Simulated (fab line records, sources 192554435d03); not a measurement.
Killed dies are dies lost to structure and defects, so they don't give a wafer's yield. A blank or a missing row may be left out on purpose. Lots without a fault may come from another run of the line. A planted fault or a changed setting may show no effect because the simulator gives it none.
fab line records | flow n5_finfet
record lots=24 wafers=72 last_day=18
route steps=1938 shown BEOL_M8@1352 BEOL_M9@1401
lots that met no fault: from a run of the same line without faults
start_h: hours from the record's first day to the start of the lot's first wafer shown | wait_h: hours since the lot's step before | " the same as in the row above | L1.1+2: a row that stands for several wafers | - no value, or no start given | * or withheld: withheld | < > ~ a bound
route shown NAME@n: a module of which the file shows steps, and the number in the route of the first | usual: mean/standard deviation of fault-free wafers | same: alike in all rows | chamber/n: place in a boat | sites: the reading at each site | _std_site: their standard deviation | _edge_site: outer sites' mean less inner sites' | radius_mm: how far each site lies from the wafer's centre | mask NAME#n: copy n | behind: the tool/chamber that last shaped the wafer | hold: why the lot was held/for how many hours/how that ended | device: the transistor (n, p or np) that didn't switch | end of line: the same wafers' tests at the end of the route | a step without rows: its recipe alone | killed: dies lost to structure and defects at the first sort, not the wafer's yield | map: a wafer's dies, x killed, . not, _ none there
set.NAME: the setting as run; set.NAME@STEP: as run at that earlier step | model.NAME: the simulator's own value behind a step, which no gauge read
steps of the route over a sample of lots; a table a step, a row a wafer
services: from which hour (start_h, from the record's first day; less than 0 if before it) a tool's chamber was out of use, for how many hours, and why
## steps
# step N5_BEOL_M8_STRIP_67
# recipe chemistry=CF4 resist=SiARC power_w=300 bias_power_w=75 pressure_mtorr=50 cf4_flow_sccm=150 rf_frequency_hz=6e+07
# usual chamber_pressure_mTorr=50.00/0.055 drypump_motor_current_A=5.8/0.35 oes_product_au=0.82/0.089 power_w=299.9/1 rf_vpp_V=271.3/2 showerhead_plenum_p_Torr=1.80/0.088 throttle_valve_pct=13.54/0.28
# columns lot.wafer tool chamber start_h wait_h chamber_pressure_mTorr drypump_motor_current_A oes_product_au power_w rf_hours_counter_h rf_vpp_V showerhead_plenum_p_Torr throttle_valve_pct
L074.3 rie_diel-05 1 200.40 0.0 49.93 5.9 0.70 299.3 204 268.9 1.71 13.40
L074.4 " 0 " " 50.06 5.3 0.71 300.2 - 270.6 1.71 14.10
L074.5 " 1 " " 49.94 5.9 0.70 298.9 - 271.1 1.71 13.42
L075.1 rie_diel-03 0 221.52 0.0 50.00 5.6 0.69 298.0 245 272.8 1.77 13.67
L075.2 " 1 " " 50.05 5.9 0.89 299.6 29 271.4 1.83 13.66
L075.5 " 1 " " 49.97 5.9 0.90 300.4 - 271.0 1.83 13.66
L076.2 rie_diel-05 3 226.24 0.0 50.01 5.8 0.95 299.0 8 272.0 1.90 13.16
L076.3 " 0 " " 50.00 5.3 0.71 300.6 235 268.6 1.71 14.12
L076.4 " 1 " " 49.93 5.9 0.69 298.9 213 267.9 1.71 13.43
L077.1 rie_diel-06 2 234.81 0.0 50.01 6.3 0.93 299.5 23 270.2 1.76 13.30
L077.3 " 0 " " 50.05 5.8 0.79 300.7 125 270.1 1.74 13.53
L077.4 " 1 " " 50.10 5.4 0.85 298.0 58 272.8 1.89 13.41
L078.1 rie_diel-06 2 240.05 0.0 50.05 6.3 0.93 299.2 25 269.8 1.76 13.32
L078.2 " 3 " " 50.07 6.4 0.87 300.5 38 269.9 1.76 13.33
L078.5 " 2 " " 49.98 6.2 0.93 299.9 - 269.7 1.76 13.32
L079.2 rie_diel-05 2 248.04 0.0 50.07 5.4 0.90 299.2 25 274.9 1.91 13.33
L079.4 " 0 " " 50.07 5.3 0.70 298.0 243 270.2 1.70 14.17
L079.6 " 2 " " 49.96 5.4 0.89 298.8 - 273.2 1.91 13.33
L080.1 rie_diel-05 3 261.12 0.0 50.06 5.8 0.91 299.8 19 271.8 1.90 13.19
L080.2 " 1 " " 50.07 5.9 0.68 299.7 226 269.5 1.71 13.44
L080.4 " 0 " " 50.08 5.3 0.70 301.2 247 270.4 1.70 14.16
L081.1 rie_diel-03 3 261.91 0.0 50.01 6.2 0.75 300.3 140 273.0 1.87 13.85
L081.3 " 1 " " 50.02 5.9 0.88 298.8 43 271.9 1.82 13.70
L081.6 " 3 " " 50.05 6.2 0.75 301.5 - 272.8 1.87 13.83
L083.1 rie_diel-03 1 262.17 0.0 49.95 5.9 0.88 301.1 44 271.2 1.82 13.71
L083.3 " 3 " " 50.05 6.1 0.74 299.3 140 272.9 1.87 13.85
L083.4 " 2 " " 49.89 6.2 0.72 298.7 - 266.6 1.65 13.91
L082.1 rie_diel-05 1 268.69 0.0 49.95 5.9 0.69 301.6 229 270.7 1.70 13.48
L082.3 " 3 " " 49.98 5.8 0.91 299.4 23 273.4 1.90 13.18
L082.5 " 1 " " 50.03 5.9 0.68 301.0 - 269.4 1.70 13.46
L084.1 rie_diel-05 3 268.95 0.0 50.12 5.8 0.91 299.3 23 272.9 1.90 13.18
L084.3 " 1 " " 50.00 5.9 0.68 301.4 229 269.1 1.70 13.49
L084.6 " 1 " " 49.98 5.9 0.69 300.7 - 269.4 1.70 13.46
L085.3 rie_diel-05 3 280.06 0.0 49.95 5.7 0.90 301.3 29 273.5 1.89 13.17
L085.4 " 2 " " 50.03 5.4 0.88 299.0 - 272.4 1.90 13.37
L085.5 " 1 " " 49.89 5.9 0.68 299.8 - 271.5 1.70 13.49
L086.4 rie_diel-05 2 280.41 0.0 49.98 5.4 0.88 301.3 - 271.9 1.90 13.36
L086.5 " 1 " " 49.96 5.9 0.68 298.5 - 268.8 1.70 13.49
L086.6 " 3 " " 49.99 5.9 0.89 299.8 - 271.7 1.89 13.20
L088.2 rie_diel-05 3 301.64 0.0 50.03 5.8 0.88 299.6 36 273.5 1.89 13.21
L088.4 " 2 " " 50.01 5.4 0.87 300.1 47 273.2 1.90 13.40
L088.5 " 0 " " 50.08 5.3 0.95 300.5 - 275.3 1.91 13.59
L087.1 rie_diel-03 2 310.66 0.0 50.02 6.1 0.71 300.9 218 268.0 1.64 13.96
L087.2 " 0 " " 49.99 5.5 0.95 299.3 11 271.0 1.77 13.14
L087.5 " 1 " " 49.90 5.9 0.85 299.9 - 271.5 1.82 13.74
L089.1 rie_diel-03 0 313.24 0.0 50.03 5.6 0.95 299.6 12 270.3 1.76 13.12
L089.5 " 3 " " 49.92 6.2 0.73 298.8 - 271.5 1.86 13.90
L089.6 " 0 " " 50.03 5.6 0.94 300.4 - 271.5 1.76 13.13
L091.2 rie_diel-06 2 316.65 0.0 50.02 6.3 0.88 299.0 51 268.7 1.75 13.38
L091.3 " 0 " " 50.00 5.8 0.77 302.3 154 271.0 1.73 13.60
L091.6 " 2 " " 49.95 6.3 0.88 300.2 - 269.5 1.75 13.38
L090.1 rie_diel-03 3 316.72 0.0 50.02 6.2 0.74 301.1 157 273.3 1.86 13.87
L090.2 " 1 " " 50.03 5.9 0.84 300.6 65 272.4 1.82 13.75
L090.5 " 3 " " 50.01 6.2 0.75 301.1 - 274.1 1.86 13.89
L092.1 rie_diel-05 0 336.43 0.0 49.99 5.3 0.92 300.1 18 272.8 1.91 13.64
L092.3 " 2 " " 50.04 5.4 0.84 298.9 61 272.9 1.89 13.43
L092.4 " 3 " " 50.10 5.8 0.86 299.3 - 274.7 1.89 13.25
L095.2 rie_diel-03 0 343.00 0.0 50.04 5.6 0.91 299.4 23 269.8 1.76 13.14
L095.3 " 1 " " 49.96 5.9 0.83 300.7 75 270.8 1.81 13.76
L095.5 " 2 " " 49.94 6.1 0.70 300.3 - 268.5 1.64 13.97
L094.1 rie_diel-05 2 343.30 0.0 49.88 5.4 0.85 299.5 63 273.7 1.89 13.42
L094.2 " 3 " " 49.99 5.8 0.86 299.6 52 272.7 1.89 13.26
L094.6 " 0 " " 50.02 5.3 0.92 301.9 - 275.5 1.91 13.62
L093.3 rie_diel-06 3 343.44 0.0 49.97 6.4 0.82 301.5 69 269.3 1.75 13.40
L093.5 " 1 " " 49.91 5.4 0.81 301.2 - 274.2 1.88 13.51
L093.6 " 2 " " 49.91 6.3 0.87 298.2 - 270.2 1.75 13.40
L096.1 rie_diel-03 2 347.22 0.0 49.88 6.2 0.71 297.9 230 267.3 1.64 13.98
L096.2 " 0 " " 50.01 5.6 0.92 300.7 25 271.2 1.76 13.16
L096.4 " 3 " " 49.96 6.2 0.73 299.0 167 273.2 1.86 13.92
L097.1 rie_diel-06 2 373.25 0.0 49.99 6.3 0.86 301.2 70 269.3 1.75 13.43
L097.4 " 1 " " 50.01 5.4 0.79 300.0 107 271.6 1.88 13.53
L097.6 " 2 " " 49.95 6.3 0.86 300.8 - 270.6 1.75 13.43
# step N5_BEOL_M8_CD_MEAS_28
# recipe target_cd_nm=40 landing_energy_ev=500 detector=se_inlens
# usual cd_nm=40.01/0.23
# columns lot.wafer tool chamber start_h wait_h cd_nm
L074.3 cd_sem-01 0 204.01 - 40.07
L074.4 " 0 " " 40.12
L074.5 " 0 " " 40.09
L075.1 cd_sem-03 0 224.22 - 39.94
L075.2 " 0 " " 40.18
L075.5 " 0 " " 39.89
L076.2 cd_sem-01 0 228.40 - 40.10
L076.3 " 0 " " 39.84
L076.4 " 0 " " 39.48
L077.1 cd_sem-02 0 235.33 - 40.15
L077.3 " 0 " " 40.20
L077.4 " 0 " " 40.32
L078.1 cd_sem-01 0 241.46 - 39.94
L078.2 " 0 " " 39.74
L078.5 " 0 " " 39.96
L079.2 cd_sem-03 0 252.60 - 39.53
L079.4 " 0 " " 39.96
L079.6 " 0 " " 40.06
L080.1 cd_sem-03 0 261.90 - 40.06
L080.2 " 0 " " 39.72
L080.4 " 0 " " 39.86
L081.1 cd_sem-01 0 262.70 - 40.38
L081.3 " 0 " " 39.98
L081.6 " 0 " " 40.26
L083.1 cd_sem-03 0 263.80 - 40.03
L083.3 " 0 " " 40.34
L083.4 " 0 " " 40.46
L082.1 cd_sem-03 0 269.88 - 40.28
L082.3 " 0 " " 39.85
L082.5 " 0 " " 40.23
L084.1 cd_sem-01 0 269.93 - 40.48
L084.3 " 0 " " 40.38
L084.6 " 0 " " 39.91
L085.3 cd_sem-02 0 281.04 - 40.14
L085.4 " 0 " " 40.03
L085.5 " 0 " " 40.10
L086.4 cd_sem-01 0 281.22 - 40.15
L086.5 " 0 " " 40.41
L086.6 " 0 " " 40.16
L088.2 cd_sem-01 0 303.01 - 39.91
L088.4 " 0 " " 40.12
L088.5 " 0 " " 39.97
L087.1 cd_sem-03 0 311.62 - 39.91
L087.2 " 0 " " 40.10
L087.5 " 0 " " 39.90
L089.1 cd_sem-01 0 314.44 - 40.02
L089.5 " 0 " " 40.53
L089.6 " 0 " " 39.70
L090.1 cd_sem-02 0 317.60 - 39.75
L090.2 " 0 " " 40.04
L090.5 " 0 " " 40.08
L091.2 cd_sem-03 0 317.64 - 40.12
L091.3 " 0 " " 40.46
L091.6 " 0 " " 40.19
L092.1 cd_sem-01 0 337.27 - 40.28
L092.3 " 0 " " 39.99
L092.4 " 0 " " 40.13
L095.2 cd_sem-03 0 345.76 - 39.93
L095.3 " 0 " " 40.24
L095.5 " 0 " " 39.75
L093.3 cd_sem-01 0 346.07 - 39.90
L093.5 " 0 " " 40.08
L093.6 " 0 " " 39.78
L094.1 cd_sem-03 0 346.23 - 39.75
L094.2 " 0 " " 39.79
L094.6 " 0 " " 40.29
L096.1 cd_sem-02 0 347.87 - 39.97
L096.2 " 0 " " 40.34
L096.4 " 0 " " 40.14
L097.1 cd_sem-03 0 373.78 - 40.13
L097.4 " 0 " " 40.40
L097.6 " 0 " " 40.08
# step N5_BEOL_M9_ILD_DEP_00
# recipe material=SiCOH_lowk target_thk_a=3085.1 temp_c=300 precursor=DEMS/porogen pressure_torr=5 rf_w=500 time_s=58
# usual heater_power_w=308/61 showerhead_plenum_p_Torr=5.733/0.022 throttle_valve_pct=13.6/0.57
# columns lot.wafer tool chamber start_h wait_h heater_power_w showerhead_plenum_p_Torr throttle_valve_pct
L074.3 pecvd-02 2 206.95 0.0 325 5.721 13.4
L074.4 " 2 " " 326 5.702 13.6
L074.5 " 0 " " 229 5.735 14.0
L075.1 pecvd-02 1 228.07 0.0 371 5.732 14.2
L075.2 " 0 " " 232 5.744 13.7
L075.5 " 0 " " 244 5.734 14.1
L076.2 pecvd-02 0 232.59 0.0 223 5.734 13.9
L076.3 " 1 " " 402 5.757 14.6
L076.4 " 1 " " 402 5.757 14.6
L077.1 pecvd-02 2 240.54 0.0 319 5.706 13.8
L077.3 " 0 " " 198 5.755 13.7
L077.4 " 1 " " 397 5.750 14.2
L078.1 pecvd-02 0 245.37 0.0 221 5.739 13.8
L078.2 " 1 " " 392 5.734 14.1
L078.5 " 2 " " 319 5.717 14.0
L079.2 pecvd-04 2 256.43 0.0 321 5.736 12.9
L079.4 " 0 " " 207 5.721 14.4
L079.6 " 2 " " 320 5.768 12.6
L080.1 pecvd-02 0 265.38 0.0 251 5.738 13.7
L080.2 " 2 " " 312 5.696 14.2
L080.4 " 0 " " 259 5.739 13.9
L081.1 pecvd-04 2 266.55 0.0 355 5.757 12.9
L081.3 " 0 " " 272 5.720 14.2
L081.6 " 2 " " 354 5.730 12.9
L083.1 pecvd-03 2 267.23 0.0 254 5.722 12.5
L083.3 " 1 " " 310 5.767 13.4
L083.4 " 2 " " 260 5.703 12.6
L082.1 pecvd-02 1 273.17 0.0 371 5.746 14.2
L082.3 " 0 " " 188 5.740 13.9
L082.5 " 2 " " 315 5.717 13.8
L084.1 pecvd-03 1 273.59 0.0 336 5.760 13.5
L084.3 " 0 " " 250 5.733 13.6
L084.6 " 1 " " 350 5.771 13.6
L085.3 pecvd-02 0 285.69 0.0 223 5.736 14.0
L085.4 " 0 " " 228 5.744 14.0
L085.5 " 2 " " 280 5.714 13.7
L086.4 pecvd-04 2 286.23 0.1 316 5.757 12.6
L086.5 " 0 " " 256 5.694 14.5
L086.6 " 1 " " 404 5.719 13.6
L088.2 pecvd-04 1 307.56 0.0 374 5.728 13.4
L088.4 " 0 " " 211 5.693 14.3
L088.5 " 1 " " 386 5.725 13.4
L087.1 pecvd-04 1 315.37 0.0 422 5.734 13.5
L087.2 " 2 " " 354 5.758 12.7
L087.5 " 0 " " 275 5.700 14.1
L089.1 pecvd-03 2 317.71 0.0 217 5.711 12.8
L089.5 " 2 " " 228 5.737 12.5
L089.6 " 1 " " 387 5.769 13.6
L090.1 pecvd-03 2 321.34 0.0 271 5.716 12.4
L090.2 " 0 " " 279 5.728 13.3
L090.5 " 2 " " 275 5.704 12.6
L091.2 pecvd-03 1 321.61 0.0 328 5.792 13.4
L091.3 " 2 " " 229 5.697 12.6
L091.6 " 2 " " 239 5.678 12.5
L092.1 pecvd-02 2 340.73 0.0 316 5.724 14.2
L092.3 " 0 " " 253 5.749 13.9
L092.4 " 0 " " 246 5.749 13.7
L095.2 pecvd-04 0 349.29 0.0 228 5.716 14.2
L095.3 " 2 " " 305 5.752 13.0
L095.5 " 2 " " 317 5.748 12.9
L093.3 pecvd-03 2 349.59 0.0 249 5.707 12.6
L093.5 " 0 " " 268 5.723 13.6
L093.6 " 1 " " 365 5.762 13.5
L094.1 pecvd-04 1 350.65 0.0 393 5.723 13.5
L094.2 " 2 " " 359 5.738 12.7
L094.6 " 0 " " 207 5.697 14.4
L096.1 pecvd-02 1 352.54 0.0 375 5.743 14.0
L096.2 " 0 " " 242 5.740 14.1
L096.4 " 2 " " 300 5.708 13.8
L097.1 pecvd-04 0 378.35 0.0 275 5.705 14.2
L097.4 " 1 " " 365 5.712 13.4
L097.6 " 2 " " 337 5.750 12.8
# step N5_BEOL_M9_PECVD_70
# recipe material=SiO2 target_thk_a=200 temp_c=400 precursor=TEOS/O2 pressure_torr=5.5 rf_w=450 teos_flow_sccm=53.8 gas=O2 flow_sccm=3000 time_s=22.7
# usual heater_power_w=707/110 showerhead_plenum_p_Torr=8.76/0.094 throttle_valve_pct=21.8/0.94
# columns lot.wafer tool chamber start_h wait_h heater_power_w showerhead_plenum_p_Torr throttle_valve_pct
L074.3 pecvd-02 0 207.58 0.0 590 8.80 22.2
L074.4 " 1 " " 918 8.79 22.5
L074.5 " 2 " " 737 8.67 22.2
L075.1 pecvd-03 0 228.70 0.0 597 8.74 21.6
L075.2 " 1 " " 848 8.93 21.8
L075.5 " 0 " " 593 8.75 21.8
L076.2 pecvd-04 2 233.22 0.0 807 8.81 20.4
L076.3 " 0 " " 589 8.65 22.8
L076.4 " 0 " " 595 8.67 23.2
L077.1 pecvd-02 1 241.17 0.0 805 8.80 23.2
L077.3 " 2 " " 724 8.66 22.1
L077.4 " 0 " " 549 8.75 22.4
L078.1 pecvd-03 2 246.00 0.0 640 8.65 20.1
L078.2 " 1 " " 835 8.93 21.7
L078.5 " 1 " " 853 8.92 21.8
L079.2 pecvd-03 2 257.05 0.0 535 8.64 20.1
L079.4 " 0 " " 579 8.76 21.7
L079.6 " 2 " " 538 8.63 19.9
L080.1 pecvd-03 0 266.01 0.0 662 8.76 21.6
L080.2 " 2 " " 644 8.65 20.0
L080.4 " 1 " " 791 8.91 21.7
L081.1 pecvd-03 2 267.17 0.0 582 8.65 19.8
L081.3 " 0 " " 640 8.77 21.9
L081.6 " 1 " " 779 8.92 21.7
L083.1 pecvd-03 0 267.86 0.0 625 8.74 21.8
L083.3 " 1 " " 711 8.94 21.8
L083.4 " 0 " " 621 8.74 21.7
L084.1 pecvd-04 1 274.22 0.0 778 8.68 21.7
L084.3 " 2 " " 763 8.86 20.4
L084.6 " 1 " " 774 8.68 21.6
L082.1 pecvd-02 1 274.28 0.0 803 8.81 23.1
L082.3 " 0 " " 577 8.78 22.5
L082.5 " 1 " " 821 8.79 23.2
L085.3 pecvd-04 1 286.31 0.0 774 8.71 21.5
L085.4 " 0 " " 629 8.69 23.3
L085.5 " 1 " " 789 8.70 22.0
L086.4 pecvd-03 2 286.85 0.1 643 8.65 20.2
L086.5 " 0 " " 695 8.77 21.8
L086.6 " 1 " " 732 8.92 21.8
L088.2 pecvd-04 0 308.67 0.0 624 8.68 23.1
L088.4 " 2 " " 827 8.85 20.8
L088.5 " 0 " " 613 8.65 23.2
L087.1 pecvd-04 2 316.00 0.0 819 8.86 20.5
L087.2 " 1 " " 773 8.73 21.6
L087.5 " 0 " " 564 8.68 23.1
L089.1 pecvd-02 1 318.34 0.0 786 8.82 23.1
L089.5 " 1 " " 790 8.79 22.7
L089.6 " 2 " " 620 8.69 22.4
L090.1 pecvd-04 2 321.96 0.0 757 8.83 20.6
L090.2 " 1 " " 842 8.71 21.8
L090.5 " 1 " " 902 8.72 21.7
L091.2 pecvd-03 2 322.23 0.0 546 8.68 20.3
L091.3 " 0 " " 721 8.76 21.9
L091.6 " 0 " " 687 8.76 21.9
L092.1 pecvd-02 1 341.67 0.0 772 8.80 22.9
L092.3 " 0 " " 575 8.77 22.4
L092.4 " 0 " " 597 8.76 22.4
L095.2 pecvd-02 2 349.92 0.0 738 8.67 22.4
L095.3 " 1 " " 909 8.81 23.0
L095.5 " 0 " " 629 8.82 22.4
L093.3 pecvd-03 2 350.22 0.0 589 8.64 20.2
L093.5 " 1 " " 852 8.94 21.4
L093.6 " 2 " " 614 8.66 19.9
L094.1 pecvd-03 1 351.27 0.0 823 8.91 21.4
L094.2 " 0 " " 655 8.74 22.0
L094.6 " 0 " " 653 8.75 21.9
L096.1 pecvd-02 0 353.17 0.0 612 8.77 22.6
L096.2 " 2 " " 689 8.68 22.5
L096.4 " 2 " " 675 8.65 22.7
L097.1 pecvd-03 1 378.99 0.0 720 8.91 21.9
L097.4 " 1 " " 716 8.93 21.5
L097.6 " 2 " " 650 8.64 20.4
# step N5_BEOL_M9_INSPECT_13
# recipe mode=adi inspect_instrument=brightfield
# usual raw_defect_count=420/91
# columns lot.wafer tool chamber start_h wait_h raw_defect_count
L074.3 defect_inspect-01 - 208.43 0.0 427
L074.4 " - " " 632
L074.5 " - " " 669
L075.1 defect_inspect-01 - 230.04 0.0 448
L075.2 " - " " 356
L075.5 " - " " 316
L076.2 defect_inspect-01 - 234.75 0.0 483
L076.3 " - " " 263
L076.4 " - " " 439
L077.1 defect_inspect-02 - 242.42 0.0 316
L077.3 " - " " 404
L077.4 " - " " 362
L078.1 defect_inspect-01 - 247.65 0.0 435
L078.2 " - " " 429
L078.5 " - " " 378
L079.2 defect_inspect-02 - 258.16 0.0 376
L079.4 " - " " 386
L079.6 " - " " 446
L080.1 defect_inspect-02 - 268.25 0.0 371
L080.2 " - " " 308
L080.4 " - " " 341
L081.1 defect_inspect-02 - 268.34 0.0 382
L081.3 " - " " 308
L081.6 " - " " 394
L083.1 defect_inspect-01 - 268.69 0.0 703
L083.3 " - " " 476
L083.4 " - " " 537
L084.1 defect_inspect-01 - 275.53 0.0 271
L084.3 " - " " 416
L084.6 " - " " 337
L082.1 defect_inspect-01 - 275.58 0.0 505
L082.3 " - " " 453
L082.5 " - " " 444
L085.3 defect_inspect-02 - 287.83 0.0 550
L085.4 " - " " 523
L085.5 " - " " 629
L086.4 defect_inspect-01 - 287.99 0.0 378
L086.5 " - " " 485
L086.6 " - " " 331
L088.2 defect_inspect-02 - 310.13 0.0 379
L088.4 " - " " 337
L088.5 " - " " 403
L087.1 defect_inspect-01 - 318.81 0.0 370
L087.2 " - " " 433
L087.5 " - " " 423
L089.1 defect_inspect-02 - 320.05 0.0 329
L089.5 " - " " 489
L089.6 " - " " 478
L090.1 defect_inspect-02 - 325.96 0.0 470
L090.2 " - " " 449
L090.5 " - " " 460
L091.2 defect_inspect-01 - 326.42 0.0 440
L091.3 " - " " 371
L091.6 " - " " 286
L092.1 defect_inspect-01 - 342.94 0.0 537
L092.3 " - " " 354
L092.4 " - " " 283
L095.2 defect_inspect-01 - 352.34 0.0 319
L095.3 " - " " 333
L095.5 " - " " 447
L093.3 defect_inspect-01 - 352.50 0.0 441
L093.5 " - " " 415
L093.6 " - " " 376
L094.1 defect_inspect-01 - 352.73 0.0 493
L094.2 " - " " 462
L094.6 " - " " 404
L096.1 defect_inspect-01 - 355.95 0.0 249
L096.2 " - " " 313
L096.4 " - " " 268
L097.1 defect_inspect-02 - 379.98 0.0 469
L097.4 " - " " 424
L097.6 " - " " 426
# step N5_BEOL_M9_STRIP_19
# recipe chemistry=O2 power_w=400 temp_c=40 pressure_mtorr=30 rf_frequency_hz=6e+07 bias_power_w=0 overash_fraction=0.2 o2_flow_sccm=225
# usual chamber_pressure_mTorr=30.00/0.036 drypump_motor_current_A=5.6/0.35 o2_flow_sccm=225.1/0.62 oes_product_au=0.80/0.097 rf_vpp_V=3.7/0.6 showerhead_plenum_p_Torr=2.13/0.078 throttle_valve_pct=16.59/0.23
# columns lot.wafer tool chamber start_h wait_h chamber_pressure_mTorr drypump_motor_current_A o2_flow_sccm oes_product_au rf_hours_counter_h rf_vpp_V showerhead_plenum_p_Torr throttle_valve_pct
L074.3 rie_diel-02 3 208.91 0.1 30.00 5.9 225.1 0.70 224 4.0 2.16 16.83
L074.4 " 0 " " 29.98 5.8 224.4 0.70 226 3.8 2.15 16.81
L074.5 " 1 " " 29.99 5.7 224.1 0.95 - 4.6 2.23 16.40
L075.1 rie_diel-02 1 230.70 0.2 30.06 5.7 224.1 0.92 31 4.0 2.23 16.42
L075.2 " 3 " " 30.06 5.9 225.5 0.69 231 3.5 2.16 16.81
L075.5 " 2 " " 29.99 6.0 224.9 0.73 - 3.8 1.99 16.62
L076.2 rie_diel-02 0 235.66 0.1 30.04 5.8 225.7 0.70 234 2.3 2.15 16.82
L076.3 " 3 " " 29.97 5.9 224.3 0.69 232 4.0 2.16 16.81
L076.4 " 2 " " 30.04 6.0 224.5 0.72 181 3.4 1.99 16.62
L077.1 rie_diel-01 2 242.84 0.1 30.05 5.3 226.0 0.83 60 2.8 2.04 16.20
L077.3 " 3 " " 29.99 5.3 224.8 0.94 12 4.4 2.06 16.36
L077.4 " 0 " " 29.99 5.9 224.7 0.81 83 3.3 2.12 16.32
L078.1 rie_diel-04 3 248.39 0.2 30.03 5.2 225.5 0.90 20 4.3 2.23 16.21
L078.2 " 0 " " 30.06 4.9 225.9 0.71 214 2.3 2.17 16.78
L078.5 " 3 " " 30.02 5.2 225.6 0.91 - 4.3 2.23 16.20
L079.2 rie_diel-04 1 258.57 0.1 30.01 5.2 223.8 0.83 79 4.1 2.03 16.74
L079.4 " 2 " " 30.00 5.5 226.1 0.75 186 3.8 2.17 16.72
L079.6 " 3 " " 30.01 5.1 226.2 0.90 - 3.7 2.23 16.22
L080.1 rie_diel-01 3 268.66 0.1 30.05 5.3 223.7 0.91 21 2.6 2.06 16.36
L080.2 " 0 " " 30.02 5.9 224.0 0.81 92 3.9 2.12 16.34
L080.4 " 1 " " 30.02 5.8 225.7 0.69 - 3.9 2.07 17.12
L081.1 rie_diel-04 3 268.76 0.1 29.98 5.2 224.6 0.89 25 4.1 2.23 16.24
L081.3 " 2 " " 30.07 5.5 225.4 0.74 189 4.0 2.17 16.71
L081.6 " 1 " " 29.98 5.2 225.2 0.83 - 3.8 2.03 16.76
L083.1 rie_diel-02 1 269.11 0.1 29.94 5.7 225.8 0.91 41 3.9 2.23 16.45
L083.3 " 3 " " 30.00 5.9 225.7 0.69 240 3.3 2.15 16.84
L083.4 " 2 " " 30.03 6.0 225.8 0.72 189 3.5 1.99 16.62
L084.1 rie_diel-02 2 275.96 0.1 30.01 6.0 224.7 0.72 192 4.5 1.99 16.66
L084.3 " 0 " " 29.99 5.8 224.7 0.69 246 4.4 2.15 16.84
L084.6 " 1 " " 30.03 5.7 225.1 0.90 - 2.7 2.23 16.44
L082.1 rie_diel-04 2 276.10 0.1 29.95 5.5 224.6 0.75 191 3.1 2.17 16.74
L082.3 " 3 " " 29.93 5.2 226.1 0.89 28 3.5 2.23 16.24
L082.5 " 3 " " 30.02 5.2 225.4 0.90 - 2.8 2.23 16.24
L085.3 rie_diel-02 2 288.35 0.2 29.96 6.0 225.2 0.72 194 4.1 1.99 16.65
L085.4 " 0 " " 29.95 5.8 224.1 0.68 249 3.7 2.14 16.87
L085.5 " 0 " " 29.98 5.8 224.9 0.68 - 4.1 2.14 16.86
L086.4 rie_diel-04 1 288.64 0.2 30.06 5.2 225.2 0.83 90 3.5 2.03 16.77
L086.5 " 0 " " 30.04 4.9 225.4 0.70 - 3.0 2.16 16.80
L086.6 " 1 " " 30.07 5.2 224.6 0.82 - 3.8 2.03 16.75
L088.2 rie_diel-04 3 310.89 0.1 29.96 5.2 224.2 0.87 38 3.7 2.22 16.23
L088.4 " 2 " " 29.96 5.5 225.5 0.73 202 3.0 2.17 16.73
L088.5 " 0 " " 30.03 5.0 224.8 0.70 - 3.6 2.16 16.79
L087.1 rie_diel-02 2 319.23 0.1 30.00 6.0 224.4 0.71 205 3.1 1.98 16.66
L087.2 " 1 " " 29.99 5.7 225.7 0.88 57 2.8 2.22 16.49
L087.5 " 2 " " 30.01 6.0 224.7 0.71 - 3.3 1.99 16.65
L089.1 rie_diel-01 0 320.47 0.1 30.03 5.9 225.9 0.79 107 3.5 2.11 16.36
L089.5 " 0 " " 29.97 5.9 225.1 0.78 - 4.4 2.11 16.38
L089.6 " 3 " " 29.96 5.3 225.4 0.87 - 3.2 2.05 16.40
L090.1 rie_diel-04 3 326.52 0.2 29.90 5.2 224.5 0.87 43 4.0 2.22 16.28
L090.2 " 1 " " 30.01 5.2 224.6 0.81 99 3.8 2.02 16.79
L090.5 " 2 " " 30.03 5.5 224.1 0.73 - 3.3 2.17 16.76
L091.2 rie_diel-02 0 326.95 0.1 30.03 5.8 226.0 0.97 5 3.9 2.14 16.39
L091.3 " 2 " " 29.97 6.0 225.3 0.69 209 3.1 1.98 16.69
L091.6 " 2 " " 30.07 6.0 225.4 0.70 - 3.9 1.98 16.66
L092.1 rie_diel-04 1 343.46 0.1 30.01 5.3 224.4 0.81 105 2.5 2.02 16.81
L092.3 " 3 " " 30.04 5.1 224.8 0.86 48 4.0 2.22 16.23
L092.4 " 0 " " 29.99 5.0 226.4 0.69 241 4.0 2.16 16.83
L095.2 rie_diel-02 2 352.76 0.1 29.96 6.0 226.0 0.70 217 2.8 1.98 16.70
L095.3 " 3 " " 30.03 5.9 225.2 1.00 0 4.5 2.15 16.39
L095.5 " 2 " " 30.02 6.0 225.8 0.69 - 3.2 1.98 16.69
L093.3 rie_diel-02 1 352.96 0.1 29.96 5.7 225.0 0.87 69 2.5 2.21 16.51
L093.5 " 0 " " 30.05 5.8 224.9 0.93 - 4.3 2.14 16.40
L093.6 " 3 " " 29.95 5.9 226.4 0.98 - 3.5 2.15 16.39
L094.1 rie_diel-04 1 353.17 0.1 30.02 5.2 225.7 0.80 108 3.6 2.02 16.82
L094.2 " 3 " " 30.00 5.2 224.3 0.86 50 3.3 2.22 16.27
L094.6 " 3 " " 29.96 5.2 225.3 0.86 - 4.3 2.22 16.25
L096.1 rie_diel-01 3 356.53 0.1 30.05 5.3 225.6 0.87 51 3.6 2.05 16.40
L096.2 " 2 " " 30.00 5.3 224.5 0.79 95 5.3 2.03 16.32
L096.4 " 1 " " 30.02 5.8 225.0 0.96 3 3.7 2.06 16.66
L097.1 rie_diel-02 1 380.49 0.2 29.98 5.7 225.2 0.86 78 3.4 2.21 16.52
L097.4 " 2 " " 29.99 6.0 224.9 0.69 226 4.2 1.98 16.70
L097.6 " 0 " " 30.00 5.8 224.9 0.91 - 3.7 2.14 16.42
## services
# columns tool chamber start_h hours kind
rie_diel-05 2 178.77 4.2 repair
pecvd-02 2 182.34 5.5 scheduled_down
rie_diel-05 3 182.95 - clean
rie_diel-05 3 182.95 - consumable_replace:focus_ring
rie_diel-05 3 182.95 - consumable_replace:showerhead
rie_diel-05 3 182.95 21.1 scheduled_down
pecvd-02 0 184.49 4.6 repair
rie_diel-01 - 196.89 8.3 repair
pecvd-03 2 202.38 - clean
pecvd-03 2 202.38 - consumable_replace:showerhead
pecvd-03 2 202.38 29.0 scheduled_down
pecvd-03 2 202.38 29.0 vent_cycle
pecvd-03 1 212.15 14.9 repair
rie_diel-06 3 240.11 5.5 repair
pecvd-04 0 242.74 2.1 scheduled_down
rie_diel-03 0 255.88 1.4 repair
rie_diel-01 2 258.46 12.2 repair
rie_diel-05 - 259.04 0.4 repair
rie_diel-03 2 267.03 4.8 repair
rie_diel-03 3 284.01 8.3 repair
rie_diel-01 1 323.28 2.4 repair
pecvd-04 0 327.13 2.1 repair
pecvd-02 1 337.43 2.1 scheduled_down
rie_diel-06 0 342.72 16.7 repair
## key
fault none
